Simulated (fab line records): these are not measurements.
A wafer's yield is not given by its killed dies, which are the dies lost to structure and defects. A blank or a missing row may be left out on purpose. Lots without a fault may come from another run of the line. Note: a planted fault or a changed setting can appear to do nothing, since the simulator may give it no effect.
Which of the tools did it?	flow n5-finfet	Sampling: 10 lots, 29 wafers, 6 of 1938 route steps

WHAT THE GAUGES SHOWED, per wafer
N5_BEOL_M4_RC_MEAS_101. Usual: DIBL_N 36.3 mV/V, standard deviation 1; DIBL_P 36.2 mV/V, standard deviation 1.4; IOFF_N 0.157 nA/um, standard deviation 0.021; IOFF_P 0.206 nA/um, standard deviation 0.025; ION_N 673 uA/um, standard deviation 9; ION_P 461 uA/um, standard deviation 6.4; SS_N 71.5 mV/dec, standard deviation 0.5; SS_P 73.2 mV/dec, standard deviation 0.47; VT_N 249.9 mV, standard deviation 2.4; VT_P -250.6 mV, standard deviation 2.9.
lot	measured	on	DIBL_N (mV/V)	DIBL_P (mV/V)	IOFF_N (nA/um)	IOFF_P (nA/um)	ION_N (uA/um)	ION_P (uA/um)	SS_N (mV/dec)	SS_P (mV/dec)	VT_N (mV)	VT_P (mV)	flag
L575	day 8 00:16	prober-01	35.0 35.3 35.6	35.5 34.7 35.7	0.131 0.128 0.131	0.174 0.170 0.179	674 664 665	456 452 456	71.2 71.7 70.8	72.7 73.0 72.5	252.7 252.4 254.0	-254.4 -255.1 -254.1	
L576	day 8 05:33	prober-01	35.3 37.3 34.9	34.4 37.2 34.2	0.136 0.170 0.129	0.177 0.217 0.175	671 682 668	462 467 461	70.8 71.2 70.1	73.1 74.0 73.2	250.8 248.2 250.4	-251.1 -250.9 -252.8	
L577	day 8 10:10	prober-02	36.3 35.5 37.9	36.9 36.1 38.2	0.150 0.134 0.171	0.209 0.194 0.225	659 657 669	457 452 461	71.7 71.6 72.7	72.9 73.6 74.3	252.3 255.2 250.0	-251.1 -251.2 -252.0	
L580	day 9 07:38	prober-02	36.7 35.1 35.3	37.4 36.1 36.2	0.170 0.145 0.144	0.224 0.196 0.196	669 665 661	464 456 458	72.4 71.5 70.9	73.5 73.2 73.4	247.3 251.9 251.8	-249.1 -252.0 -252.4	
L579	day 9 11:14	prober-01	35.1 36.8 36.6	35.5 37.4 37.1	0.132 0.159 0.158	0.191 0.221 0.216	675 679 679	465 471 464	70.5 71.0 71.9	72.7 73.3 72.9	252.1 246.7 248.5	-252.4 -248.8 -251.5	
L582	day 9 13:46	prober-01	37.1 36.2 36.3	38.0 37.4 37.1	0.200 0.189 0.183	0.260 0.241 0.251	676 673 676	464 463 465	72.4 71.8 71.9	74.0 73.5 74.3	247.1 246.8 249.2	-247.2 -248.0 -246.9	
L583	day 9 14:26	prober-02	36.2 36.6 36.2	35.7 35.6 35.8	0.148 0.154 0.151	0.186 0.178 0.182	673 675 677	457 456 467	71.8 71.9 71.1	73.9 72.4 73.3	250.7 248.6 250.7	-252.1 -251.9 -252.5	
L586	day 10 18:02	prober-01	36.5 35.9	35.9 35.9	0.161 0.152	0.207 0.208	675 670	461 465	71.6 71.8	72.9 72.8	248.3 250.5	-252.3 -248.5	
L594	day 12 17:07	prober-02	37.5 35.4 35.9	35.7 34.3 34.6	0.148 0.120 0.132	0.179 0.157 0.162	665 667 660	448 455 455	71.8 70.2 72.1	73.4 72.9 72.3	251.7 252.6 252.5	-255.2 -255.0 -255.7	
L598	day 13 18:34	prober-02	36.6 37.6 36.7	39.0 40.5 38.5	0.183 0.208 0.187	0.210 0.230 0.207	688 697 686	469 462 462	71.7 71.7 72.0	73.4 73.7 73.4	246.7 247.3 246.2	-247.7 -248.8 -249.5	

WHAT TOOL EACH LOT RAN ON (gives the tool, then ch and the chambers of the sampled wafers, and finally the start)
lot	N5_BEOL_M3_SPUTTER_79	N5_BEOL_M3_SPUTTER_81	N5_BEOL_M3_ANNEAL_91	N5_BEOL_M3_ECD_50	N5_BEOL_M3_CMP_52
L575	pvd-sputter-01, day 7 11:44	pvd-sputter-01, day 7 11:57	pvd-sputter-01, day 7 12:41	ecd-cu-02 ch 0,1, day 7 13:24	cmp-01 ch 0,1,2, day 7 13:54
L576	pvd-sputter-02, day 7 16:35	pvd-sputter-02, day 7 16:48	pvd-sputter-02, day 7 17:32	ecd-cu-02 ch 0,1, day 7 18:16	cmp-04 ch 0,3, day 7 18:47
L577	pvd-sputter-02, day 7 19:52	pvd-sputter-02, day 7 20:05	pvd-sputter-02, day 7 20:49	ecd-cu-02 ch 0,1, day 7 21:31	cmp-04 ch 1,2,3, day 7 21:54
L580	pvd-sputter-01, day 8 17:59	pvd-sputter-01, day 8 18:13	pvd-sputter-01, day 8 18:57	ecd-cu-02 ch 0,1, day 8 19:39	cmp-02 ch 2,3, day 8 20:31
L579	pvd-sputter-03, day 8 22:25	pvd-sputter-03, day 8 22:38	pvd-sputter-03, day 8 23:22	ecd-cu-02 ch 0,1, day 9 00:04	cmp-01 ch 0,1,2, day 9 00:31
L582	pvd-sputter-01, day 8 23:05	pvd-sputter-01, day 8 23:18	pvd-sputter-01, day 9 00:02	ecd-cu-02 ch 0,1, day 9 00:44	cmp-04 ch 1,2,3, day 9 01:10
L583	pvd-sputter-02, day 9 00:02	pvd-sputter-02, day 9 00:15	pvd-sputter-02, day 9 00:59	ecd-cu-02 ch 0,1, day 9 01:42	cmp-01 ch 1,2, day 9 02:11
L586	pvd-sputter-02, day 10 03:47	pvd-sputter-02, day 10 04:01	pvd-sputter-02, day 10 04:45	ecd-cu-02 ch 0,1, day 10 05:27	cmp-02 ch 2,3, day 10 05:53
L594	pvd-sputter-02, day 12 02:37	pvd-sputter-02, day 12 02:50	pvd-sputter-02, day 12 03:35	ecd-cu-01 ch 0,1, day 12 04:17	cmp-02 ch 0,2, day 12 04:40
L598	pvd-sputter-03, day 13 03:29	pvd-sputter-03, day 13 03:43	pvd-sputter-03, day 13 04:27	ecd-cu-01 ch 1, day 13 05:09	cmp-02 ch 1,2,3, day 13 05:36
- N5_BEOL_M3_SPUTTER_79: material Cu, target thk 4.5 nm, time 8.29 s.
- N5_BEOL_M3_SPUTTER_81: material Cu, target thk 4.5 nm, time 8.29 s.
- N5_BEOL_M3_ANNEAL_91: time 240 s.
- N5_BEOL_M3_ECD_50: material Cu, target thk 300 nm.
- N5_BEOL_M3_CMP_52: polishes, stops on SiOC, t overpolish 6.8 s, target thk 40 nm.

WHAT THE TOOLS THEMSELVES READ (means of the sampled wafers that have a number; where no wafer has one, the mark that the record gives instead)
N5_BEOL_M3_SPUTTER_79. Usual: chuck-sensor-temp-C -15.9 C, standard deviation 0.35; throttle-valve-pct 29.6 %, standard deviation 1.2.
lot	tool	chuck-sensor-temp-C (C)	throttle-valve-pct (%)	flag
L575	pvd-sputter-01	-15.6	30.1	
L576	pvd-sputter-02	-15.9	29.5	
L577	pvd-sputter-02	-15.9	29.5	
L580	pvd-sputter-01	-15.7	30.1	
L579	pvd-sputter-03	-15.6	30.8	
L582	pvd-sputter-01	-15.6	29.8	
L583	pvd-sputter-02	-16.0	29.6	
L586	pvd-sputter-02	-16.1	28.7	
L594	pvd-sputter-02	-16.0	29.6	
L598	pvd-sputter-03	-15.6	30.0	

N5_BEOL_M3_SPUTTER_81. Usual: chuck-sensor-temp-C -15.9 C, standard deviation 0.33; throttle-valve-pct 29.6 %, standard deviation 1.2.
lot	tool	chuck-sensor-temp-C (C)	throttle-valve-pct (%)	flag
L575	pvd-sputter-01	-15.7	30.4	
L576	pvd-sputter-02	-16.0	29.3	
L577	pvd-sputter-02	-15.8	29.6	
L580	pvd-sputter-01	-15.8	30.2	
L579	pvd-sputter-03	-15.8	30.9	
L582	pvd-sputter-01	-15.6	29.7	
L583	pvd-sputter-02	-15.9	29.5	
L586	pvd-sputter-02	-15.9	28.8	
L594	pvd-sputter-02	-16.0	29.6	
L598	pvd-sputter-03	-15.6	29.9	

N5_BEOL_M3_ANNEAL_91. Usual: heater-power-w 846 W, standard deviation 86.
lot	tool	heater-power-w (W)	flag
L575	pvd-sputter-01	888	
L576	pvd-sputter-02	855	
L577	pvd-sputter-02	934	
L580	pvd-sputter-01	881	
L579	pvd-sputter-03	902	
L582	pvd-sputter-01	842	
L583	pvd-sputter-02	867	
L586	pvd-sputter-02	774	
L594	pvd-sputter-02	952	
L598	pvd-sputter-03	819	

N5_BEOL_M3_CMP_52. Usual: motor-current-A 6.1 A, standard deviation 0.65; retaining-ring-pressure-frac 1.000, standard deviation 0.005; time-to-endpoint-s 61.5 s, standard deviation 2.1.
lot	tool	motor-current-A (A)	retaining-ring-pressure-frac	time-to-endpoint-s (s)	flag
L575	cmp-01	5.8	0.996	62.9	
L576	cmp-04	6.1	0.996	61.1	
L577	cmp-04	7.0	1.001	63.3	
L580	cmp-02	5.9	1.002	62.4	
L579	cmp-01	5.8	1.001	62.1	
L582	cmp-04	7.0	0.999	85.0	OFF
L583	cmp-01	5.6	0.999	81.2	OFF
L586	cmp-02	6.0	1.004	77.3	OFF
L594	cmp-02	5.6	0.997	58.9	
L598	cmp-02	5.8	0.995	60.3	

THE ANSWER, worked out from the rows above alone
Rule: take the mean of a lot's wafers that have a number; if it is more than 3 standard deviations from the usual mean, the lot is off. Also off: a lot with no number at a reading for which 4 or more lots have one. All remaining lots with rows at the step are treated as sound. The gauges are gone through in route order, then the tools' own readings, and for those a lot's mean is taken as printed above. The first step at which some lot is off is used, and at that step the reading that is off furthest; a lot without a number counts as furthest.
Off at N5_BEOL_M3_CMP_52 (time-to-endpoint-s): L582, L583, L586.
If a tool, at that step or one of the process steps before it, ran each lot that is off and ran no sound lot following the first of them, it fits. One candidate fits, namely ecd-cu-02 at N5_BEOL_M3_ECD_50. Its last sound lot is L579 (day 9 00:04), its first lot that is off L582 (day 9 00:44): a fault that began between those two fits.

WHAT THE SIMULATOR HAD INSERTED
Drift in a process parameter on ecd-cu-02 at N5_BEOL_M3_ECD_50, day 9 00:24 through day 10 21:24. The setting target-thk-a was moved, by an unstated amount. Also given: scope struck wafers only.
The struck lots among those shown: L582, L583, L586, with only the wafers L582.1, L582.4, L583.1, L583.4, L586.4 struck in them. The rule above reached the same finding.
